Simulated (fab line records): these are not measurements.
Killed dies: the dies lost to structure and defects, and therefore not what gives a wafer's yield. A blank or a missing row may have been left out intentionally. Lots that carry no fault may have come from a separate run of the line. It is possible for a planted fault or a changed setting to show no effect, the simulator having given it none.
Lot-split experiment | flow n5Finfet | 21 wafers read across 7 lots, on a route 1938 steps long

THE SPLIT
At N5_BEOL_M2_ETCH_64 (etches SOC in N2/H2, target depth 75 nm, overetch 22.5 nm, time 121.9 s), the setting sourceW was moved away from the recipe's 840 W on 7 of the 21 wafers read, by -16.5% to +13.2%. This setting was run at the recipe's value on the other wafers.

The split's own step is where the reading is taken.

THE READING
rfVppV, in V, at N5_BEOL_M2_ETCH_64 (etches SOC in N2/H2, target depth 75 nm, overetch 22.5 nm, time 121.9 s). On this fab line, fault-free wafers typically give 523.9 V with a standard deviation of 2.3 V.

wafer  | tool, chamber at the split | sourceW as run, W | against the recipe | rfVppV, V | against lot-mates on the recipe
L076.1 | rieDiel-03, 3              | 840               | recipe             | 527.6     | -
L076.3 | rieDiel-03, 2              | 840               | recipe             | 522.7     | -
L076.4 | rieDiel-03, 1              | 840               | recipe             | 523.7     | -
L083.1 | rieDiel-01, 1              | 840               | recipe             | 526.1     | -
L083.3 | rieDiel-01, 0              | 951.3             | +13.2%             | 501.7     | -24.4
L083.4 | rieDiel-01, 2              | 951.3             | +13.2%             | 501.5     | -24.6
L084.1 | rieDiel-05, 3              | 840               | recipe             | 523.3     | -
L084.3 | rieDiel-05, 2              | 840               | recipe             | 526.6     | -
L084.5 | rieDiel-05, 2              | 840               | recipe             | 527.7     | -
L086.1 | rieDiel-05, 3              | 840               | recipe             | 523.8     | -
L086.2 | rieDiel-05, 2              | 840               | recipe             | 526.3     | -
L086.6 | rieDiel-05, 2              | 840               | recipe             | 524.9     | -
L090.1 | rieDiel-05, 3              | 894.8             | +6.5%              | 511.7     | -14.8
L090.4 | rieDiel-05, 0              | 840               | recipe             | 526.5     | -
L090.6 | rieDiel-05, 2              | 894.8             | +6.5%              | 514.9     | -11.6
L096.1 | rieDiel-01, 0              | 926.8             | +10.3%             | 504.4     | -17.1
L096.3 | rieDiel-01, 3              | 840               | recipe             | 521.6     | -
L096.4 | rieDiel-01, 0              | 840               | recipe             | 521.5     | -
L097.2 | rieDiel-05, 3              | 840               | recipe             | 523.6     | -
L097.4 | rieDiel-05, 3              | 701.2             | -16.5%             | 554.0     | +30.4
L097.5 | rieDiel-05, 0              | 701.2             | -16.5%             | 558.9     | +35.3

THE FIT
A straight line over all 21 wafers: rfVppV changes by -1.86 V for each +1% of sourceW; r = -0.99; the points scatter about the line by 2.1 V.
The same after taking each lot's own level away (the mean of its wafers on the recipe; 21 wafers): -1.92 V for each +1%; r = -0.99; scatter 1.7 V.
The reading moves by 32 V for the largest change in sourceW, on that fit.
The lots' own levels span 521.55 to 526.50 V, that is 2.2 times the standard deviation above.
Hence the lot-to-lot level has little effect on the slope; both slopes agree.
Check: +32.7 V against its lot-mates is what the line predicts for one of the wafers moved furthest among these (-16.5%) when that wafer is left out of the fit. Against them it came out at +30.4 V.
Tool readings at the split's step, against how far the setting was moved: rfVppV r = -0.99.

THESE WAFERS: OTHER SPLITS
Other splits were also applied to these wafers ahead of the reading. Each is held against what the fit with the lots' levels taken away leaves over:
other split on the same wafers | wafers away from the commonest value | r with rfVppV (lot level and that fit taken away)
N5_BEOL_M1_EXPOSE_08 doseMj    | 6                                    | +0.03
N5_BEOL_M2_PECVD_72 tempC      | 6                                    | -0.14
N5_BEOL_M2_COAT_62 spinRpm     | 8                                    | -0.02

THE FILE'S OWN FIT
rfVppV changes by -1.89 V for each +1% of sourceW, r = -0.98.
